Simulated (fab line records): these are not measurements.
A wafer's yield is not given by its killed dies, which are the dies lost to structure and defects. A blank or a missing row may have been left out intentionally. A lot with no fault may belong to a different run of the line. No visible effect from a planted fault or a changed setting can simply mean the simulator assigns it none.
Which tool is to blame?	flow nandHarc	21 lots, 63 wafers sampled, at 6 steps of a route of 1302

## WHAT EACH GAUGE READ, for each wafer
The record lacks any reading of a measuring or inspecting step that a usual standard deviation could be used to judge.

## TOOL THAT RAN EACH LOT (tool first, then ch and the chambers of the sampled wafers, then the start)
lot	NHARC_A_STAIRCASE_TRIM_193	NHARC_A_STAIRCASE_ETCH_221	NHARC_A_STAIRCASE_TRIM_224	NHARC_A_STAIRCASE_ETCH_230	NHARC_A_STAIRCASE_ETCH_234	NHARC_A_STAIRCASE_ETCH_271
L075	rieDiel-01 ch 0,2,3, day 16 20:30 or earlier	rieDiel-04 ch 0,1,2, day 16 20:30 or earlier	rieDiel-04 ch 0,3, day 16 20:30 or earlier	rieDiel-06 ch 0,1,2, day 16 20:30 or earlier	rieDiel-06 ch 0,3, day 16 20:30 or earlier	rieDiel-06 ch 0,1,3, day 16 20:30
L074	rieDiel-01 ch 0,1, day 16 22:19 or earlier	rieDiel-01 ch 1,3, day 16 22:19 or earlier	rieDiel-01 ch 1,2,3, day 16 22:19 or earlier	rieDiel-04 ch 1,3, day 16 22:19 or earlier	rieDiel-04 ch 0,1, day 16 22:19 or earlier	rieDiel-06 ch 1,3, day 16 22:19
L076	rieDiel-04 ch 1,2,3, day 17 22:40 or earlier	rieDiel-01 ch 0,2,3, day 17 22:40 or earlier	rieDiel-01 ch 0,1,2, day 17 22:40 or earlier	rieDiel-04 ch 1,2,3, day 17 22:40 or earlier	rieDiel-04 ch 0,2,3, day 17 22:40 or earlier	rieDiel-04 ch 1,2,3, day 17 22:40
L078	rieDiel-06 ch 1,2, day 18 04:21 or earlier	rieDiel-04 ch 0,1,2, day 18 04:21 or earlier	rieDiel-04 ch 0,2,3, day 18 04:21 or earlier	rieDiel-06 ch 0,1,3, day 18 04:21 or earlier	rieDiel-06 ch 2,3, day 18 04:21 or earlier	rieDiel-04 ch 0,1,3, day 18 04:21
L077	rieDiel-01 ch 2,3, day 18 07:03 or earlier	rieDiel-01 ch 0,2, day 18 07:03 or earlier	rieDiel-01 ch 1,2,3, day 18 07:03 or earlier	rieDiel-01 ch 0,1,2, day 18 07:03 or earlier	rieDiel-01 ch 2,3, day 18 07:03 or earlier	rieDiel-01 ch 0,2,3, day 18 07:03
L081	rieDiel-04 ch 0,1,3, day 18 18:41 or earlier	rieDiel-06 ch 1,2,3, day 18 18:41 or earlier	rieDiel-06 ch 0,2,3, day 18 18:41 or earlier	rieDiel-06 ch 0,2,3, day 18 18:41 or earlier	rieDiel-06 ch 0,1,2, day 18 18:41 or earlier	rieDiel-06 ch 2,3, day 18 18:41
L079	rieDiel-06 ch 0,1,2, day 18 15:48 or earlier	rieDiel-06 ch 0,1, day 18 15:48 or earlier	rieDiel-06 ch 1,2, day 18 15:48 or earlier	rieDiel-01 ch 0,1,2, day 18 15:48	rieDiel-01 ch 0,1,2, day 18 22:14 or earlier	rieDiel-04 ch 1,2, day 18 22:14
L080	rieDiel-04 ch 1,3, day 18 23:47 or earlier	rieDiel-01 ch 1,2, day 18 23:47 or earlier	rieDiel-01 ch 1,2,3, day 18 23:47 or earlier	rieDiel-06 ch 0,3, day 18 23:47 or earlier	rieDiel-06 ch 1,2,3, day 18 23:47 or earlier	rieDiel-06 ch 0,3, day 18 23:47
L082	rieDiel-01 ch 0,2,3, day 19 16:16 or earlier	rieDiel-04 ch 1,2, day 19 16:16 or earlier	rieDiel-04 ch 0,1, day 19 16:16 or earlier	rieDiel-04 ch 0,2, day 19 16:16 or earlier	rieDiel-04 ch 0,2,3, day 19 16:16 or earlier	rieDiel-01 ch 2,3, day 19 16:16
L085	rieDiel-01 ch 0,1,3, day 21 01:55 or earlier	rieDiel-01 ch 1,2,3, day 21 01:55 or earlier	rieDiel-01 ch 0,3, day 21 01:55 or earlier	rieDiel-01 ch 0,1, day 21 01:55 or earlier	rieDiel-01 ch 0,1, day 21 01:55 or earlier	rieDiel-01 ch 0,3, day 21 01:55
L088	rieDiel-06 ch 0,1,3, day 22 09:11 or earlier	rieDiel-01 ch 0,2,3, day 22 09:11 or earlier	rieDiel-01 ch 0,1,2, day 22 09:11 or earlier	rieDiel-06 ch 0,2,3, day 22 09:11 or earlier	rieDiel-06 ch 0,1,2, day 22 09:11 or earlier	rieDiel-06 ch 1,2,3, day 22 09:11
L087	rieDiel-04 ch 0,1,3, day 22 13:50 or earlier	rieDiel-04 ch 0,3, day 22 13:50 or earlier	rieDiel-04 ch 0,3, day 22 13:50 or earlier	rieDiel-06 ch 0,1,3, day 22 13:50 or earlier	rieDiel-06 ch 0,1,2, day 22 13:50 or earlier	rieDiel-04 ch 0,1,2, day 22 13:50
L089	rieDiel-06 ch 1,2,3, day 22 12:51 or earlier	rieDiel-04 ch 0,1, day 22 12:51 or earlier	rieDiel-04 ch 0,1, day 22 12:51 or earlier	rieDiel-01 ch 1,2,3, day 22 12:51 or earlier	rieDiel-01 ch 1,2,3, day 22 12:51 or earlier	rieDiel-06 ch 0,2,3, day 22 12:51
L090	rieDiel-01 ch 0,2,3, day 22 23:34 or earlier	rieDiel-01 ch 0,2,3, day 22 23:34 or earlier	rieDiel-01 ch 0,1,2, day 22 23:34 or earlier	rieDiel-01 ch 0,2,3, day 22 23:34 or earlier	rieDiel-01 ch 0,2,3, day 22 23:34 or earlier	rieDiel-01 ch 1,2,3, day 22 23:34
L091	rieDiel-06 ch 0,2,3, day 23 03:45 or earlier	rieDiel-06 ch 0,1,3, day 23 03:45 or earlier	rieDiel-06 ch 2,3, day 23 03:45 or earlier	rieDiel-06 ch 2,3, day 23 03:45 or earlier	rieDiel-06 ch 1,2,3, day 23 03:45 or earlier	rieDiel-04 ch 1,2,3, day 23 03:45
L092	rieDiel-01 ch 0,1,2, day 24 05:21 or earlier	rieDiel-04 ch 0,1,3, day 24 05:21 or earlier	rieDiel-04 ch 0,3, day 24 05:21 or earlier	rieDiel-04 ch 0,1,2, day 24 05:21 or earlier	rieDiel-04 ch 1,2, day 24 05:21 or earlier	rieDiel-04 ch 1,2, day 24 05:21
L093	rieDiel-04 ch 1,2,3, day 24 05:41 or earlier	rieDiel-04 ch 1,2,3, day 24 05:41 or earlier	rieDiel-04 ch 0,2,3, day 24 05:41 or earlier	rieDiel-01 ch 0,1, day 24 05:41 or earlier	rieDiel-01 ch 1,2, day 24 05:41 or earlier	rieDiel-06 ch 0,3, day 24 05:41
L094	rieDiel-04 ch 0,2, day 25 01:59 or earlier	rieDiel-01 ch 1,2,3, day 25 01:59 or earlier	rieDiel-01 ch 0,3, day 25 01:59 or earlier	rieDiel-04 ch 1,3, day 25 01:59 or earlier	rieDiel-04 ch 1,2,3, day 25 01:59 or earlier	rieDiel-04 ch 0,2,3, day 25 01:59
L096	rieDiel-04 ch 0,1,2, day 25 13:50 or earlier	rieDiel-04 ch 1,2,3, day 25 13:50 or earlier	rieDiel-04 ch 0,1,2, day 25 13:50 or earlier	rieDiel-04 ch 0,2,3, day 25 13:50 or earlier	rieDiel-04 ch 0,2,3, day 25 13:50 or earlier	rieDiel-01 ch 0,1,3, day 25 13:50
L097	rieDiel-01 ch 0,2,3, day 25 20:49 or earlier	rieDiel-06 ch 1,2, day 25 20:49 or earlier	rieDiel-06 ch 0,1,2, day 25 20:49 or earlier	rieDiel-06 ch 0,2,3, day 25 20:49 or earlier	rieDiel-06 ch 0,2,3, day 25 20:49 or earlier	rieDiel-01 ch 0,2,3, day 25 20:49
L095	rieDiel-04 ch 2,3, day 25 21:51 or earlier	rieDiel-04 ch 1,3, day 25 21:51 or earlier	rieDiel-04 ch 0,2,3, day 25 21:51 or earlier	rieDiel-06 ch 0,1, day 25 21:51 or earlier	rieDiel-06 ch 2,3, day 25 21:51 or earlier	rieDiel-06 ch 0,1,2, day 25 21:51
- NHARC_A_STAIRCASE_TRIM_193: chemistry O2, time 211.2 s.
- NHARC_A_STAIRCASE_ETCH_221: etches the open film in C4F8/O2, target depth 100 nm, time 40.5 s.
- NHARC_A_STAIRCASE_TRIM_224: chemistry O2, time 211.2 s.
- NHARC_A_STAIRCASE_ETCH_230: etches the open film in C4F8/O2, target depth 100 nm, time 40.5 s.
- NHARC_A_STAIRCASE_ETCH_234: etches the open film in C4F8/O2, target depth 100 nm, time 40.5 s.
- NHARC_A_STAIRCASE_ETCH_271: etches the open film in CF4/CHF3.

## AS READ BY THE TOOLS THEMSELVES (means over the sampled wafers that have a number; for cases with no such wafer, the mark the record gives instead)
NHARC_A_STAIRCASE_TRIM_193. Usual: drypumpMotorCurrentA 5.8 A, standard deviation 0.47; oesProductAu 0.992 a.u., standard deviation 0.012; rfVppV 57.9 V, standard deviation 0.92; showerheadPlenumPTorr 3.52 Torr, standard deviation 0.18; throttleValvePct 17.037 %, standard deviation 0.0092.
lot	tool	drypumpMotorCurrentA (A)	oesProductAu (a.u.)	rfVppV (V)	showerheadPlenumPTorr (Torr)	throttleValvePct (%)	flag
L075	rieDiel-01	5.3	0.989	57.3	3.41	17.031	
L074	rieDiel-01	5.5	0.993	58.2	3.54	17.040	
L076	rieDiel-04	6.0	0.997	56.9	3.47	17.038	
L078	rieDiel-06	5.8	0.978	58.5	3.78	17.034	
L077	rieDiel-01	5.5	0.996	56.9	3.38	17.042	
L081	rieDiel-04	5.9	0.985	57.8	3.35	17.044	
L079	rieDiel-06	5.9	0.982	59.0	3.73	17.042	
L080	rieDiel-04	6.1	0.985	57.1	3.29	17.038	
L082	rieDiel-01	5.3	0.995	57.5	3.40	17.040	
L085	rieDiel-01	5.6	0.991	57.8	3.48	17.032	
L088	rieDiel-06	6.2	0.994	57.5	3.66	17.039	
L087	rieDiel-04	5.9	0.990	56.7	3.34	17.038	
L089	rieDiel-06	6.0	0.996	57.8	3.71	17.034	
L090	rieDiel-01	5.3	1.002	57.6	3.39	17.039	
L091	rieDiel-06	5.7	0.997	57.6	3.66	17.035	
L092	rieDiel-01	5.7	0.982	58.0	3.48	17.036	
L093	rieDiel-04	5.9	0.996	57.9	3.63	17.034	
L094	rieDiel-04	5.9	0.984	58.8	3.66	17.040	
L096	rieDiel-04	5.8	0.995	58.3	3.50	17.031	
L097	rieDiel-01	5.3	0.997	57.7	3.38	17.037	
L095	rieDiel-04	6.1	0.982	59.1	3.78	17.036	

NHARC_A_STAIRCASE_ETCH_221. Usual: biasW 1000.4 W, standard deviation 2.8; oesProductAu 0.936 a.u., standard deviation 0.016; rfFwdPowerW 592 W, standard deviation 3.3; rfVppV 895 V, standard deviation 6.5.
lot	tool	biasW (W)	oesProductAu (a.u.)	rfFwdPowerW (W)	rfVppV (V)	flag
L075	rieDiel-04	999.8	0.955	594	897	
L074	rieDiel-01	1000.4	0.939	592	894	
L076	rieDiel-01	1000.0	0.937	592	892	
L078	rieDiel-04	1000.2	0.940	596	896	
L077	rieDiel-01	999.3	0.924	590	893	
L081	rieDiel-06	998.7	0.912	594	902	
L079	rieDiel-06	999.0	0.932	593	900	
L080	rieDiel-01	999.3	0.924	589	894	
L082	rieDiel-04	1000.6	0.934	593	900	
L085	rieDiel-01	1002.5	0.942	589	893	
L088	rieDiel-01	1001.5	0.945	591	891	
L087	rieDiel-04	998.6	0.920	590	888	
L089	rieDiel-04	999.9	0.937	593	889	
L090	rieDiel-01	1001.7	0.933	591	891	
L091	rieDiel-06	1003.1	0.950	593	901	
L092	rieDiel-04	999.9	0.957	589	896	
L093	rieDiel-04	1003.3	0.923	591	900	
L094	rieDiel-01	1001.2	0.949	589	893	
L096	rieDiel-04	1000.2	0.946	591	899	
L097	rieDiel-06	1001.4	0.935	593	904	
L095	rieDiel-04	998.4	0.939	588	899	

NHARC_A_STAIRCASE_TRIM_224. Usual: drypumpMotorCurrentA 5.8 A, standard deviation 0.46; oesProductAu 0.994 a.u., standard deviation 0.012; rfVppV 57.7 V, standard deviation 0.89; showerheadPlenumPTorr 3.51 Torr, standard deviation 0.17; throttleValvePct 17.037 %, standard deviation 0.0094.
lot	tool	drypumpMotorCurrentA (A)	oesProductAu (a.u.)	rfVppV (V)	showerheadPlenumPTorr (Torr)	throttleValvePct (%)	flag
L075	rieDiel-04	5.9	0.992	56.3	3.40	17.032	
L074	rieDiel-01	5.8	1.003	57.9	3.46	17.036	
L076	rieDiel-01	5.7	0.987	57.7	3.50	17.033	
L078	rieDiel-04	6.0	0.994	57.4	3.51	17.028	
L077	rieDiel-01	5.8	0.986	57.9	3.45	17.043	
L081	rieDiel-06	5.6	0.987	58.0	3.68	17.041	
L079	rieDiel-06	6.3	0.978	58.1	3.77	17.035	
L080	rieDiel-01	5.8	0.985	57.3	3.45	17.033	
L082	rieDiel-04	5.7	1.002	58.1	3.36	17.056	
L085	rieDiel-01	5.2	0.998	57.9	3.39	17.026	
L088	rieDiel-01	5.7	0.984	58.4	3.48	17.038	
L087	rieDiel-04	6.1	0.995	57.2	3.32	17.040	
L089	rieDiel-04	5.7	1.002	57.9	3.35	17.042	
L090	rieDiel-01	5.7	0.987	57.9	3.48	17.036	
L091	rieDiel-06	5.6	0.993	57.7	3.71	17.033	
L092	rieDiel-04	6.1	0.999	58.4	3.68	17.042	
L093	rieDiel-04	6.0	1.000	57.4	3.67	17.046	
L094	rieDiel-01	5.1	0.993	57.7	3.41	17.041	
L096	rieDiel-04	5.8	0.991	57.7	3.50	17.035	
L097	rieDiel-06	6.0	1.002	57.7	3.70	17.035	
L095	rieDiel-04	6.0	1.000	57.3	3.66	17.034	

NHARC_A_STAIRCASE_ETCH_230. Usual: biasW 1000.3 W, standard deviation 2.8; oesProductAu 0.946 a.u., standard deviation 0.021; rfFwdPowerW 592 W, standard deviation 3.2; rfVppV 897 V, standard deviation 6.2.
lot	tool	biasW (W)	oesProductAu (a.u.)	rfFwdPowerW (W)	rfVppV (V)	flag
L075	rieDiel-06	1002.1	0.948	593	904	
L074	rieDiel-04	998.0	0.973	589	888	
L076	rieDiel-04	1003.6	0.967	590	894	
L078	rieDiel-06	1001.8	0.956	591	901	
L077	rieDiel-01	1001.3	0.928	590	895	
L081	rieDiel-06	1001.7	0.932	592	900	
L079	rieDiel-01	1001.2	0.991	591	895	
L080	rieDiel-06	998.3	0.948	592	900	
L082	rieDiel-04	1000.7	0.922	596	897	
L085	rieDiel-01	1000.9	0.925	593	898	
L088	rieDiel-06	995.2	0.956	592	901	
L087	rieDiel-06	997.9	0.967	594	900	
L089	rieDiel-01	1001.9	0.947	588	893	
L090	rieDiel-01	999.3	0.947	594	891	
L091	rieDiel-06	999.5	0.945	596	900	
L092	rieDiel-04	999.8	0.927	594	894	
L093	rieDiel-01	1001.2	0.953	593	894	
L094	rieDiel-04	1000.0	0.928	587	899	
L096	rieDiel-04	999.4	0.948	591	901	
L097	rieDiel-06	1000.9	0.938	593	901	
L095	rieDiel-06	1000.4	0.957	592	901	

NHARC_A_STAIRCASE_ETCH_234. Usual: biasW 999.7 W, standard deviation 2.9; oesProductAu 0.939 a.u., standard deviation 0.014; rfFwdPowerW 592 W, standard deviation 3.1; rfVppV 897 V, standard deviation 6.4.
lot	tool	biasW (W)	oesProductAu (a.u.)	rfFwdPowerW (W)	rfVppV (V)	flag
L075	rieDiel-06	998.1	0.932	594	899	
L074	rieDiel-04	998.0	0.955	592	890	
L076	rieDiel-04	1000.1	0.935	592	895	
L078	rieDiel-06	1000.4	0.946	591	903	
L077	rieDiel-01	999.7	0.953	591	889	
L081	rieDiel-06	1000.5	0.932	592	903	
L079	rieDiel-01	999.2	0.945	592	895	
L080	rieDiel-06	1000.4	0.942	593	903	
L082	rieDiel-04	999.7	0.929	592	896	
L085	rieDiel-01	998.0	0.931	592	897	
L088	rieDiel-06	1000.8	0.930	591	903	
L087	rieDiel-06	1000.4	0.944	592	902	
L089	rieDiel-01	997.9	0.943	590	892	
L090	rieDiel-01	998.2	0.935	594	890	
L091	rieDiel-06	999.3	0.928	594	902	
L092	rieDiel-04	998.8	0.924	592	899	
L093	rieDiel-01	999.5	0.931	587	894	
L094	rieDiel-04	1000.6	0.939	589	899	
L096	rieDiel-04	997.6	0.956	591	900	
L097	rieDiel-06	998.4	0.938	593	900	
L095	rieDiel-06	998.6	0.939	595	902	

NHARC_A_STAIRCASE_ETCH_271. Usual: biasW 199.9 W, standard deviation 0.64; drypumpMotorCurrentA 5.8 A, standard deviation 0.48; oesProductAu 0.949 a.u., standard deviation 0.023; rfFwdPowerW 496.6 W, standard deviation 1.8; rfVppV 370.7 V, standard deviation 2.8; showerheadPlenumPTorr 1.58 Torr, standard deviation 0.082; throttleValvePct 16.803 %, standard deviation 0.01.
lot	tool	biasW (W)	drypumpMotorCurrentA (A)	oesProductAu (a.u.)	rfFwdPowerW (W)	rfVppV (V)	showerheadPlenumPTorr (Torr)	throttleValvePct (%)	flag
L075	rieDiel-06	199.6	6.2	0.957	496.4	371.8	1.64	16.799	
L074	rieDiel-06	199.9	6.3	0.961	498.1	372.5	1.63	16.806	
L076	rieDiel-04	199.5	5.9	0.960	495.5	369.8	1.55	16.803	
L078	rieDiel-04	200.0	5.9	0.956	495.3	367.9	1.49	16.808	
L077	rieDiel-01	199.8	5.3	0.925	496.5	368.9	1.52	16.801	
L081	rieDiel-06	200.1	5.7	0.957	497.5	373.0	1.64	16.807	
L079	rieDiel-04	199.9	5.8	0.921	498.0	370.0	1.55	16.793	
L080	rieDiel-06	199.2	5.9	0.938	497.3	371.8	1.62	16.799	
L082	rieDiel-01	200.1	5.4	0.932	494.7	366.9	1.50	16.805	
L085	rieDiel-01	199.8	5.2	0.972	495.4	368.4	1.51	16.806	
L088	rieDiel-06	199.4	6.0	0.970	497.6	373.4	1.65	16.801	
L087	rieDiel-04	199.8	5.8	0.916	496.1	369.4	1.56	16.795	
L089	rieDiel-06	199.4	5.7	0.956	497.7	372.6	1.63	16.797	
L090	rieDiel-01	199.9	5.8	0.964	496.2	369.9	1.53	16.805	
L091	rieDiel-04	200.1	5.9	0.962	496.0	369.4	1.54	16.814	
L092	rieDiel-04	199.4	5.9	0.956	497.1	371.3	1.62	16.803	
L093	rieDiel-06	199.5	5.9	0.977	495.7	372.2	1.61	16.803	
L094	rieDiel-04	200.3	5.9	0.963	496.6	373.4	1.64	16.804	
L096	rieDiel-01	200.0	5.5	0.963	497.8	369.7	1.54	16.796	
L097	rieDiel-01	200.0	5.3	0.912	497.7	367.1	1.51	16.800	
L095	rieDiel-06	200.4	5.9	0.963	496.3	373.3	1.65	16.815	

## THE ANSWER, worked out from the rows above alone
Rule: a lot counts as off when the mean over its wafers that have a number is more than 3 standard deviations away from the usual mean. A lot without any number at a reading at which 4 lots or more have one is off too. Any other lot the step has rows for is counted as sound. First the gauges in route order, then the tools' own readings, where a lot's mean is used as printed above. The first step at which some lot is off is used, and at that step the reading that is off furthest; a lot without a number counts as furthest.
None of the lots is off at any reading shown; this tells nothing.

## WHAT THE SIMULATOR HAD INSERTED
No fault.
